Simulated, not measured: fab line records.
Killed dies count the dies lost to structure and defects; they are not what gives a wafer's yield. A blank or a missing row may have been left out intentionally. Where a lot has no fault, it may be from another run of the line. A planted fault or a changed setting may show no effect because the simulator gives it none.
Chamber matching :: flow nand_harc :: NHARC_A_CONTACT_ETCH_92 on rie_diel-12: 4 sister chambers
The step etches the open film in CH3F/O2, target depth 40 nm, time 85.7 s. 8 wafers are shown with their chamber, then 7 later ones without.

== WAFERS, EACH WITH ITS CHAMBER ==
wafer: L111.4
chamber: 2
showerhead_plenum_p_Torr (Torr): 2.55
drypump_motor_current_A (A): 5.90

wafer: L121.1
chamber: 0
showerhead_plenum_p_Torr (Torr): 2.29
drypump_motor_current_A (A): 5.42

wafer: L121.2
chamber: 2
showerhead_plenum_p_Torr (Torr): 2.54
drypump_motor_current_A (A): 5.89

wafer: L121.3
chamber: 1
showerhead_plenum_p_Torr (Torr): 2.55
drypump_motor_current_A (A): 5.36

wafer: L125.4
chamber: 1
showerhead_plenum_p_Torr (Torr): 2.55
drypump_motor_current_A (A): 5.37

wafer: L125.6
chamber: 3
showerhead_plenum_p_Torr (Torr): 2.38
drypump_motor_current_A (A): 5.84

wafer: L124.1
chamber: 0
showerhead_plenum_p_Torr (Torr): 2.29
drypump_motor_current_A (A): 5.35

wafer: L124.4
chamber: 3
showerhead_plenum_p_Torr (Torr): 2.38
drypump_motor_current_A (A): 5.85

== WAFERS WITHOUT THEIR CHAMBER ==
wafer: L124.5
showerhead_plenum_p_Torr (Torr): 2.54
drypump_motor_current_A (A): 5.92

wafer: L129.3
showerhead_plenum_p_Torr (Torr): 2.55
drypump_motor_current_A (A): 5.37

wafer: L129.4
showerhead_plenum_p_Torr (Torr): 2.28
drypump_motor_current_A (A): 5.41

wafer: L129.6
showerhead_plenum_p_Torr (Torr): 2.38
drypump_motor_current_A (A): 5.85

wafer: L132.2
showerhead_plenum_p_Torr (Torr): 2.28
drypump_motor_current_A (A): 5.37

wafer: L132.4
showerhead_plenum_p_Torr (Torr): 2.38
drypump_motor_current_A (A): 5.83

wafer: L132.5
showerhead_plenum_p_Torr (Torr): 2.55
drypump_motor_current_A (A): 5.34

== EACH ONE'S CHAMBER ==
wafer: L124.5
from the rows above: 2
in truth: 2

wafer: L129.3
from the rows above: 1
in truth: 1

wafer: L129.4
from the rows above: 0
in truth: 0

wafer: L129.6
from the rows above: 3
in truth: 3

wafer: L132.2
from the rows above: 0
in truth: 0

wafer: L132.4
from the rows above: 3
in truth: 3

wafer: L132.5
from the rows above: 1
in truth: 1
Correct placement for 7 of the 7. Left unplaced by these rows: 0. Wrongly placed: 0.
How it was worked out, from the rows above alone: a wafer's distance from a chamber is the root of the sum, over the readings, of the square of ((its reading less the chamber's mean) divided by the reading's scatter). If the next closest chamber is less than 2 further off than the closest, the wafer can't be placed; otherwise it belongs to the closest. Each chamber's mean is taken over the wafers shown for it. How the scatter is found: for the shown wafers, subtract from each reading the mean of its chamber, square and add these, divide the total by (wafers less chambers), then take the root.
